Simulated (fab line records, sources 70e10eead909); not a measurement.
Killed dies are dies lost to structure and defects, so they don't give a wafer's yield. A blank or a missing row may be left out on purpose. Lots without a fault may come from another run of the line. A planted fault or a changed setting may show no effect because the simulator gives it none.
fab line records | flow nand_harc
record lots=6 wafers=17 last_day=34
route steps=1302 shown A_CONTACT@1103 A_BLC@1107 END@1302
lots that met no fault: from a run of the same line without faults
start_h: hours from the record's first day to the start of the lot's first wafer shown | wait_h: hours since the lot's step before | " the same as in the row above | L1.1+2: a row that stands for several wafers | - no value, or no start given | * or withheld: withheld | < > ~ a bound
route shown NAME@n: a module of which the file shows steps, and the number in the route of the first | usual: mean/standard deviation of fault-free wafers | same: alike in all rows | chamber/n: place in a boat | sites: the reading at each site | _std_site: their standard deviation | _edge_site: outer sites' mean less inner sites' | radius_mm: how far each site lies from the wafer's centre | mask NAME#n: copy n | behind: the tool/chamber that last shaped the wafer | hold: why the lot was held/for how many hours/how that ended | device: the transistor (n, p or np) that didn't switch | end of line: the same wafers' tests at the end of the route | a step without rows: its recipe alone | killed: dies lost to structure and defects at the first sort, not the wafer's yield | map: a wafer's dies, x killed, . not, _ none there
set.NAME: the setting as run; set.NAME@STEP: as run at that earlier step | model.NAME: the simulator's own value behind a step, which no gauge read
lots at some steps of the route; a table a step, a row a wafer
services: from which hour (start_h, from the record's first day; less than 0 if before it) a tool's chamber was out of use, for how many hours, and why
## steps
# step NHARC_A_CONTACT_CMP_20
# recipe t_overpolish_s=30 target_thk_nm=300
# usual motor_current_A=11.5/0.96 overpolish_run_s=30.000/0.0094 time_to_endpoint_s=60/3.2
# columns lot.wafer tool chamber start_h wait_h motor_current_A overpolish_run_s time_to_endpoint_s
L607.3 cmp-04 3 534.69 0.5 12.0 29.990 51
L607.2 " 0 " " 12.7 30.004 54
L607.6 " 2 " " 11.0 29.987 57
L609.4 cmp-01 3 571.62 0.5 10.3 29.998 64
L609.3 " 1 " " 13.1 29.994 65
L609.1 " 2 " " 11.4 30.012 62
L613.3 cmp-03 1 616.15 0.6 9.2 29.999 59
L613.4 " 2 " " 11.2 30.003 62
L615.3 cmp-04 3 634.05 0.5 11.8 29.984 59
L615.4 " 0 " " 12.8 29.998 62
L615.5 " 3 " " 12.5 29.999 61
L620.4 cmp-04 2 689.74 0.4 11.0 30.012 62
L620.2 " 0 " " 12.7 29.987 58
L620.6 " 1 " " 11.5 30.004 55
L627.3 cmp-01 0 757.07 0.6 9.5 30.001 63
L627.1 " 1 " " 12.6 29.989 63
L627.6 " 3 " " 10.4 29.987 64
# step NHARC_A_CONTACT_SRD_22
# step NHARC_A_CONTACT_INSPECT_23
# usual raw_defect_count=530/130
# columns lot.wafer tool chamber start_h wait_h raw_defect_count
L607.2 defect_inspect-01 - 535.07 0.1 511
L607.3 " - " " 400
L607.6 " - " " 415
L609.1 defect_inspect-02 - 572.02 0.1 329
L609.3 " - " " 284
L609.4 " - " " 337
L613.3 defect_inspect-01 - 616.51 0.1 917
L613.4 " - " " 727
L615.3 defect_inspect-02 - 634.45 0.1 415
L615.4 " - " " 429
L615.5 " - " " 433
L620.2 defect_inspect-02 - 690.12 0.1 584
L620.4 " - " " 445
L620.6 " - " " 564
L627.1 defect_inspect-01 - 757.42 0.1 520
L627.3 " - " " 526
L627.6 " - " " 460
# step NHARC_A_BLC_DEHYDRATE_00
# recipe temp_c=150 time_s=120
# step NHARC_A_BLC_HMDS_01
# recipe time_s=30
# step NHARC_A_BLC_COAT_02
# recipe temp_c=260 time_s=75
# step NHARC_A_BLC_COAT_03
# recipe temp_c=225 time_s=65
# step NHARC_A_BLC_COAT_04
# recipe spin_rpm=1500 resist_thk_nm=90
# step NHARC_A_BLC_SOFTBAKE_05
# recipe temp_c=105 time_s=55
# step NHARC_A_BLC_EBR_06
# step NHARC_A_BLC_EXPOSE_07
# recipe na=1.35 target_cd_nm=100 dose_mj=67.97 mask_id=A_BLC
# step NHARC_A_BLC_PEB_08
# recipe peb_temp_c=100 peb_time_s=65
# usual plate_temp_C=100.01/0.13 resist_line_temp_C=23.02/0.11
# columns lot.wafer tool chamber start_h wait_h plate_temp_C resist_line_temp_C
L607.2 litho_track-01 0 535.38 0.1 100.05 23.08
L607.3 " 0 " " 100.26 23.16
L607.6 " 0 " " 100.15 23.10
L609.1 litho_track-04 0 572.45 0.1 100.11 22.99
L609.3 " 0 " " 100.09 23.06
L609.4 " 0 " " 100.11 23.10
L613.3 litho_track-01 0 616.93 0.0 99.98 22.84
L613.4 " 0 " " 100.10 23.10
L615.3 litho_track-01 0 634.75 0.0 100.11 23.05
L615.4 " 0 " " 100.13 22.96
L615.5 " 0 " " 99.96 22.98
L620.2 litho_track-06 0 690.55 0.1 100.18 23.14
L620.4 " 0 " " 100.14 23.04
L620.6 " 0 " " 100.13 23.12
L627.1 litho_track-04 0 757.84 0.1 99.95 22.96
L627.3 " 0 " " 100.23 22.94
L627.6 " 0 " " 100.17 22.81
# step NHARC_A_BLC_DEVELOP_09
# recipe develop_time_s=35 dev_temp_c=23
# step NHARC_A_BLC_CD_MEAS_10
# recipe target_cd_nm=100 landing_energy_ev=500
# usual cd_nm=100.1/0.51
# columns lot.wafer tool chamber start_h wait_h cd_nm
L607.2 cd_sem-03 0 535.46 - 100.5
L607.3 " 0 " " 101.2
L607.6 " 0 " " 101.0
L609.1 cd_sem-01 0 572.53 - 99.8
L609.3 " 0 " " 100.1
L609.4 " 0 " " 100.8
L613.3 cd_sem-02 0 617.02 - 104.3
L613.4 " 0 " " 99.8
L615.3 cd_sem-02 0 634.83 - 104.8
L615.4 " 0 " " 101.9
L615.5 " 0 " " 104.9
L620.2 cd_sem-03 0 690.63 - 100.2
L620.4 " 0 " " 100.2
L620.6 " 0 " " 100.3
L627.1 cd_sem-02 0 757.92 - 100.3
L627.3 " 0 " " 99.3
L627.6 " 0 " " 99.5
# step NHARC_A_BLC_OVL_MEAS_11
# usual overlay_x_nm=0.2/0.8 overlay_y_nm=0.0/0.86
# columns lot.wafer tool chamber start_h wait_h overlay_x_nm overlay_y_nm
L607.2 overlay-02 - 535.55 - -0.6 1.3
L607.3 " - " " 0.3 1.2
L607.6 " - " " -0.4 1.5
L609.1 overlay-02 - 572.62 - -0.9 -1.3
L609.3 " - " " -0.3 -0.5
L609.4 " - " " -0.1 -0.8
L613.3 overlay-02 - 617.10 - -0.8 -1.3
L613.4 " - " " -0.8 -0.8
L615.3 overlay-01 - 634.92 - 0.4 1.5
L615.4 " - " " 0.5 1.8
L615.5 " - " " 0.8 1.4
L620.2 overlay-02 - 690.72 - 2.5 0.0
L620.4 " - " " 1.9 -0.3
L620.6 " - " " 2.8 0.1
L627.1 overlay-02 - 758.01 - 0.4 0.8
L627.3 " - " " 1.4 0.5
L627.6 " - " " 0.8 0.8
# step NHARC_A_BLC_INSPECT_12
# usual raw_defect_count=88/39
# columns lot.wafer tool chamber start_h wait_h raw_defect_count
L607.2 defect_inspect-02 - 535.58 0.0 113
L607.3 " - " " 118
L607.6 " - " " 101
L609.1 defect_inspect-01 - 572.65 0.0 64
L609.3 " - " " 66
L609.4 " - " " 63
L613.3 defect_inspect-02 - 617.14 0.0 74
L613.4 " - " " 96
L615.3 defect_inspect-01 - 634.96 0.0 81
L615.4 " - " " 84
L615.5 " - " " 71
L620.2 defect_inspect-02 - 690.76 0.0 150
L620.4 " - " " 124
L620.6 " - " " 189
L627.1 defect_inspect-01 - 758.05 0.0 126
L627.3 " - " " 136
L627.6 " - " " 128
# step NHARC_A_BLC_DESCUM_15
# recipe time_s=3 o2_flow_sccm=200 ar_flow_sccm=0 bias_power_w=0 chemistry=O2
# usual chamber_pressure_mTorr=60.00/0.054 drypump_motor_current_A=5.8/0.5 oes_product_au=0.996/0.01 rf_vpp_V=57.7/0.93 showerhead_plenum_p_Torr=1.90/0.1 throttle_valve_pct=11.311/0.0091
# columns lot.wafer tool chamber start_h wait_h chamber_pressure_mTorr drypump_motor_current_A oes_product_au rf_hours_counter_h rf_vpp_V showerhead_plenum_p_Torr throttle_valve_pct model.A_BLC.cd_nm
L607.2 rie_diel-08 3 535.66 0.1 59.94 6.0 0.992 13 56.4 1.77 11.320 100.7
L607.3 " 0 " " 59.99 5.7 1.017 13 59.1 2.01 11.334 101.7
L607.6 " 1 " " 59.91 4.9 1.022 - 58.5 2.03 11.297 100.8
L609.3 rie_diel-07 0 572.73 0.1 59.97 5.4 1.001 4 56.3 1.81 11.319 100.7
L609.1 " 1 " " 59.97 6.4 1.001 4 57.5 2.06 11.299 100
L609.4 " 3 " " 60.06 5.2 0.995 - 55.8 1.78 11.298 101.1
L613.3 rie_diel-08 3 617.20 0.1 59.91 6.0 0.989 5 57.4 1.77 11.304 104.5
L613.4 " 1 " " 59.88 4.9 1.023 5 59.8 2.03 11.298 99.39
L615.3 rie_diel-11 3 635.02 0.1 59.94 5.9 0.993 4 58.3 1.86 11.309 104.6
L615.4 " 2 " " 60.03 6.0 0.989 4 57.4 1.84 11.306 101.8
L615.5 " 0 " " 60.01 6.2 0.981 - 58.7 2.06 11.314 104.6
L620.2 rie_diel-07 3 690.82 0.1 60.00 5.3 0.989 2 58.2 1.78 11.311 100.4
L620.4 " 0 " " 60.02 5.4 0.998 3 56.6 1.81 11.316 100.7
L620.6 " 3 " " 59.92 5.3 1.007 - 56.3 1.78 11.308 100.1
L627.1 rie_diel-08 3 758.12 0.1 59.91 5.9 0.993 2 56.8 1.77 11.316 99.27
L627.3 " 0 " " 59.97 5.7 1.018 2 58.5 2.00 11.319 99.92
L627.6 " 3 " " 60.01 6.0 0.997 - 58.9 1.77 11.310 99.16
# step NHARC_A_BLC_ETCH_16
# recipe target_depth_a=390 over_etch_frac=0.3 time_s=65 ion_energy_ev=80 cf4_flow_sccm=150 ar_flow_sccm=0 rf_w=300 bias_w=100 chemistry=CF4
# usual cf4_flow_sccm=150.0/0.43 chamber_pressure_mTorr=49.99/0.043 drypump_motor_current_A=5.8/0.49 oes_product_au=0.998/0.011 rf_fwd_power_W=297.6/1 rf_vpp_V=151.2/1.4 showerhead_plenum_p_Torr=1.76/0.09 throttle_valve_pct=13.284/0.0094
# columns lot.wafer tool chamber start_h wait_h cf4_flow_sccm chamber_pressure_mTorr drypump_motor_current_A oes_product_au rf_fwd_power_W rf_hours_counter_h rf_vpp_V showerhead_plenum_p_Torr throttle_valve_pct
L607.3 rie_diel-08 3 535.74 0.1 150.3 49.92 6.0 0.986 297.0 13 149.8 1.65 13.272
L607.2 " 0 " " 149.5 49.97 5.7 1.006 298.5 13 152.4 1.85 13.297
L607.6 " 2 " " 150.3 50.01 6.5 1.003 298.4 - 150.6 1.76 13.289
L609.1 rie_diel-07 0 572.83 0.1 149.5 50.07 5.4 1.010 298.2 4 149.7 1.68 13.283
L609.3 " 1 " " 150.8 50.01 6.4 1.014 297.9 4 153.5 1.89 13.289
L609.4 " 3 " " 150.4 49.97 5.3 1.008 298.8 - 150.8 1.65 13.285
L613.4 rie_diel-08 0 617.28 0.1 151.1 49.96 5.7 1.011 296.3 6 152.8 1.85 13.280
L613.3 " 3 " " 149.6 49.96 6.0 0.987 298.3 5 148.8 1.65 13.277
L615.4 rie_diel-11 3 635.11 0.1 150.2 49.99 5.9 0.993 296.5 4 151.8 1.72 13.281
L615.3 " 0 " " 150.5 50.08 6.3 0.976 296.0 4 152.6 1.89 13.280
L615.5 " 3 " " 149.7 50.04 5.9 0.990 297.2 - 149.8 1.72 13.285
L620.2 rie_diel-07 0 690.90 0.1 149.8 50.00 5.4 0.992 295.1 3 149.7 1.68 13.294
L620.4 " 1 " " 150.6 49.98 6.4 0.986 298.4 3 153.0 1.89 13.293
L620.6 " 0 " " 150.1 50.00 5.4 0.994 296.7 - 149.8 1.68 13.292
L627.3 rie_diel-08 2 758.20 0.1 149.3 50.02 6.5 1.007 297.6 2 152.4 1.75 13.285
L627.1 " 0 " " 149.4 49.98 5.7 1.007 296.9 2 151.2 1.84 13.296
L627.6 " 3 " " 150.3 50.01 6.0 1.003 297.9 - 149.1 1.64 13.295
# step NHARC_A_BLC_ETCH_17
# recipe target_depth_a=3900 over_etch_frac=0.25 time_s=609.38 ion_energy_ev=200 n2_flow_sccm=150 h2_flow_sccm=150 ar_flow_sccm=0 rf_w=400 bias_w=150 chemistry=N2/H2
# usual chamber_pressure_mTorr=30.005/0.026 drypump_motor_current_A=5.8/0.5 n2_flow_sccm=149.9/0.49 oes_product_au=0.998/0.011 rf_fwd_power_W=399.5/1.3 rf_vpp_V=430/3.3 showerhead_plenum_p_Torr=2.03/0.12 throttle_valve_pct=14.171/0.0085
# columns lot.wafer tool chamber start_h wait_h chamber_pressure_mTorr drypump_motor_current_A n2_flow_sccm oes_product_au rf_fwd_power_W rf_hours_counter_h rf_vpp_V showerhead_plenum_p_Torr throttle_valve_pct
L607.3 rie_diel-08 3 - - 29.982 6.0 151.6 0.991 397.6 13 426 1.88 14.147
L607.2 " 1 " " 30.039 4.9 149.5 1.014 402.6 12 435 2.17 14.191
L607.6 " 3 " " 30.027 6.0 150.9 0.997 401.2 - 428 1.89 14.167
L609.3 rie_diel-07 0 - - 29.965 5.4 150.4 1.001 399.3 4 427 1.92 14.187
L609.1 " 3 " " 30.018 5.3 150.6 1.016 399.7 5 427 1.89 14.169
L609.4 " 3 " " 29.993 5.3 150.2 1.014 397.4 - 426 1.89 14.173
L613.4 rie_diel-08 1 - - 29.938 4.9 150.8 1.026 399.6 5 435 2.16 14.164
L613.3 " 3 " " 30.028 6.0 150.8 0.991 399.3 5 427 1.88 14.183
L615.4 rie_diel-11 3 - - 29.976 5.9 150.7 0.994 399.2 4 430 1.98 14.181
L615.3 " 2 " " 29.994 6.0 150.2 0.991 401.3 4 428 1.95 14.154
L615.5 " 3 " " 30.030 5.9 149.7 0.992 399.4 - 430 1.98 14.176
L620.4 rie_diel-07 0 - - 30.011 5.4 149.9 0.988 399.3 3 426 1.92 14.179
L620.2 " 2 " " 29.985 5.7 149.4 1.005 398.9 3 431 2.04 14.176
L620.6 " 0 " " 30.023 5.4 149.7 0.983 398.9 - 428 1.92 14.174
L627.1 rie_diel-08 2 - - 30.004 6.5 149.1 1.011 399.7 2 430 2.02 14.175
L627.3 " 3 " " 30.052 6.0 149.7 1.014 399.8 2 425 1.88 14.169
L627.6 " 1 " " 29.996 4.9 150.0 1.015 400.3 - 435 2.16 14.165
# step NHARC_A_BLC_ETCH_18
# recipe target_depth_a=9100 c4f8_flow_sccm=20 o2_flow_sccm=10 ar_flow_sccm=withheld rf_w=600 bias_w=1500 chemistry=C4F8/O2/Ar
# usual chamber_pressure_mTorr=25.000/0.024 oes_product_au=0.950/0.023 rf_fwd_power_W=598.8/1.9 rf_vpp_V=977/7.3
# columns lot.wafer tool chamber start_h wait_h chamber_pressure_mTorr oes_product_au rf_fwd_power_W rf_hours_counter_h rf_vpp_V model.A_BLC.cd_nm
L607.2 rie_diel-08 3 - - 24.983 0.926 599.4 13 967 102.5
L607.3 " 1 " " 24.970 0.934 600.0 12 986 102.1
L607.6 " 0 " " 25.029 0.927 601.6 - 984 99.43
L609.1 rie_diel-07 3 - - 25.032 0.936 598.3 5 970 101.4
L609.3 " 1 " " 24.992 0.938 598.3 5 988 102
L609.4 " 0 " " 25.001 0.926 597.6 - 971 100.1
L613.3 rie_diel-08 0 - - 24.986 0.956 597.0 6 984 104
L613.4 " 3 " " 24.954 0.955 599.3 5 968 100.3
L615.4 rie_diel-11 3 - - 25.039 0.951 600.1 4 975 107.3
L615.3 " 2 " " 24.961 0.981 597.8 4 974 105.1
L615.5 " 3 " " 24.990 0.953 601.9 - 975 110.8
L620.4 rie_diel-07 1 - - 24.975 0.971 597.3 3 990 100.1
L620.2 " 2 " " 24.976 0.966 601.8 3 978 100.9
L620.6 " 3 " " 25.017 0.964 602.3 - 969 102
L627.1 rie_diel-08 1 - - 25.023 0.971 595.8 2 985 101.8
L627.3 " 2 " " 24.974 0.954 599.2 2 978 101.1
L627.6 " 3 " " 24.971 0.959 599.4 - 966 99
# step NHARC_A_BLC_CD_MEAS_19
# usual cd_nm=101.3/2
# columns lot.wafer tool chamber start_h wait_h cd_nm
L607.2 cd_sem-01 - 536.66 - 102.5
L607.3 " - " " 102.3
L607.6 " - " " 99.4
L609.1 cd_sem-03 - 573.87 - 101.0
L609.3 " - " " 102.0
L609.4 " - " " 100.3
L613.3 cd_sem-01 - 618.18 - 103.8
L613.4 " - " " 100.3
L615.3 cd_sem-02 - 635.99 - 105.2
L615.4 " - " " 107.5
L615.5 " - " " 110.8
L620.2 cd_sem-02 - 691.78 - 100.9
L620.4 " - " " 100.1
L620.6 " - " " 102.3
L627.1 cd_sem-02 - 759.07 - 101.8
L627.3 " - " " 101.1
L627.6 " - " " 99.2
# step NHARC_END_SORT_01
# recipe temp_c=25
# usual killed_at_array=53/18 killed_at_other=0.8/1.1 killed_at_periphery=4.1/2.7 killed_dies=58/18 killed_open=3.1/1.7 killed_short=2.7/1.7
# same gross_dies=677
# columns lot.wafer tool chamber start_h wait_h killed_at_array killed_at_other killed_at_periphery killed_dies killed_open killed_short
L615.3 prober-01 0 680.36 3.1 40 2 2 44 3 1
# killed by level:class
L615.3 A_SLIT:chamber_film_flake=24 A_ZERO_WELL:chamber_film_flake=3 A_WL_FILL:chamber_film_flake=3 A_CHANNEL_HOLE_D1:chamber_film_flake=2 A_CONTACT:chamber_film_flake=2 A_ONON_D2:geometric_particle:short=1 A_WL_FILL:geometric_particle:open=1 A_BLC:geometric_particle:open=1
## services
# columns tool chamber start_h hours kind
rie_diel-11 1 513.47 17.3 repair
rie_diel-07 2 515.16 6.4 repair
rie_diel-08 - 545.07 9.0 pm
cmp-04 - 556.75 0.4 repair
cmp-04 - 562.30 0.5 repair
rie_diel-07 2 571.77 4.2 repair
rie_diel-08 1 580.77 6.0 repair
cmp-04 - 601.02 4.0 pm
rie_diel-11 - 612.78 9.0 pm
rie_diel-07 1 618.74 2.8 repair
rie_diel-07 2 622.33 3.4 repair
cmp-04 - 627.09 1.8 repair
rie_diel-08 - 637.72 0.4 repair
rie_diel-11 0 642.34 14.4 repair
rie_diel-07 - 648.21 9.0 pm
rie_diel-08 1 664.26 9.4 repair
rie_diel-11 0 668.04 4.4 repair
rie_diel-11 - 693.84 0.5 repair
cmp-04 - 694.31 1.2 repair
cmp-04 - 699.02 4.0 pm
cmp-04 - 721.79 0.8 repair
rie_diel-08 - 722.07 9.0 pm
cmp-04 - 741.59 4.0 repair
rie_diel-07 0 756.97 5.3 repair
## key
first_sign step=NHARC_A_BLC_CD_MEAS_10 reading=cd_nm direction=up sigmas=8.9 usual=100.1 struck=104.6
effect none on later readings
model_effect step=NHARC_A_BLC_DESCUM_15 value=A_BLC.cd_nm without=100.6 struck=104.5
model_effect step=NHARC_A_BLC_ETCH_18 value=A_BLC.cd_nm without=102.7 struck=106.6
met_at NHARC_A_BLC_PEB_08
struck_wafers L613.3,L615.3,L615.5
tester_left_out L613,L615
onset_between 535.38 616.93
fault kind=process_parameter_drift tool=litho_track-01 chamber=- onset_h=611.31 steps=NHARC_A_BLC_PEB_08 channel=peb_time_s offset=* shape=step end_h=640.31 scope=struck_wafers_only acts_in=* stated=*
# tester_left_out: of these lots the tester's yield and bins aren't shown, on N5 and GAA mostly nor the transistor test; their killed dies are dies lost to structure and defects alone, not to doping, threshold or leakage, so they don't give the yield
